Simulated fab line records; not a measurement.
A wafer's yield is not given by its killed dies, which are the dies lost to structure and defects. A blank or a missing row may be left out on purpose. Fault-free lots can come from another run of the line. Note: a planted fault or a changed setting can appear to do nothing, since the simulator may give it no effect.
3 desks, one fault ; flow n5-finfet ; only its own numbers are on each desk; what lay behind them is given at the end

FOR THE TOOL OWNER'S DESK: rie-metal-03
The tool's own readings at N5_BEOL_M3_HM_OPEN_17 (chemistry Cl2/BCl3, target TiN, target depth 20 nm, overetch 6 nm): means of the sampled wafers that have a number, for each lot that ran on this tool. Marked OUT: a lot whose mean sits more than 4 standard deviations from the usual mean, which makes it out of limits; the brackets give that distance.
Columns: A = drypump-motor-current-A at N5_BEOL_M3_HM_OPEN_17, usual 5.9 A; B = oes-product-au at N5_BEOL_M3_HM_OPEN_17, usual 0.67 a.u.; C = throttle-valve-pct at N5_BEOL_M3_HM_OPEN_17, usual 22.13 %
lot;first seen here;A;B;C
L451;day 7 15:30;5.8;0.72;21.91
L452;day 7 20:17;5.8;0.71;21.94
L453;day 8 03:06;5.9;0.75;21.71
L470;day 12 13:25;5.7;0.64;22.16
This desk's verdict: no lot among the 4 shows anything out of limits.

AT THE METROLOGY DESK
What the gauges read for every lot (on any tool): the sampled wafers with a number, averaged. Marked OUT: a lot whose mean sits more than 4 standard deviations from the usual mean, which makes it out of limits; the brackets give that distance. It has 12 readings; the 7 that lie furthest out on some lot are the ones shown.
Columns: A = M3_OVL at N5_BEOL_M3_OVL_MEAS_12, usual 0.1 nm; B = DIBL_N at N5_BEOL_M4_RC_MEAS_101, usual 37.1 mV/V; C = DIBL_P at N5_BEOL_M4_RC_MEAS_101, usual 37.2 mV/V; D = ION_N at N5_BEOL_M4_RC_MEAS_101, usual 682 uA/um; E = ION_P at N5_BEOL_M4_RC_MEAS_101, usual 468 uA/um; F = VT_N at N5_BEOL_M4_RC_MEAS_101, usual 248 mV; G = VT_P at N5_BEOL_M4_RC_MEAS_101, usual -248 mV
lot;first seen here;A;B;C;D;E;F;G
L451;day 7 14:50;-0.3;35.6;34.3;681;473;250;-245
L452;day 7 19:51;0.0;35.8;35.6;671;470;251;-245
L453;day 8 02:20;-0.6;38.8;36.5;681;469;246;-245
L454;day 8 15:50;-0.5;36.0;35.6;670;457;254;-249
L470;day 12 12:31;0.4;35.7;36.7;682;468;248;-245
This desk's verdict: no lot among the 5 shows anything out of limits.

THE DEFECT DESK
Per lot, the means of the sampled wafers with a number show what the inspections along the route counted. Marked OUT: a lot whose mean sits more than 4 standard deviations from the usual mean, which makes it out of limits; the brackets give that distance.
Columns: A = raw-defect-count at N5_BEOL_M3_INSPECT_13, usual 421
lot;first seen here;A
L451;day 7 14:55;332
L452;day 7 19:56;354
L453;day 8 02:26;451
L454;day 8 15:55;364
L470;day 12 12:37;363
This desk's verdict: no lot among the 5 shows anything out of limits.

BROUGHT TOGETHER
The desk of the tool owner found nothing out of limits.
Nothing out of limits was seen by the metrology desk.
The defect desk saw nothing out of limits.

WHAT THE SIMULATOR HAD PUT IN
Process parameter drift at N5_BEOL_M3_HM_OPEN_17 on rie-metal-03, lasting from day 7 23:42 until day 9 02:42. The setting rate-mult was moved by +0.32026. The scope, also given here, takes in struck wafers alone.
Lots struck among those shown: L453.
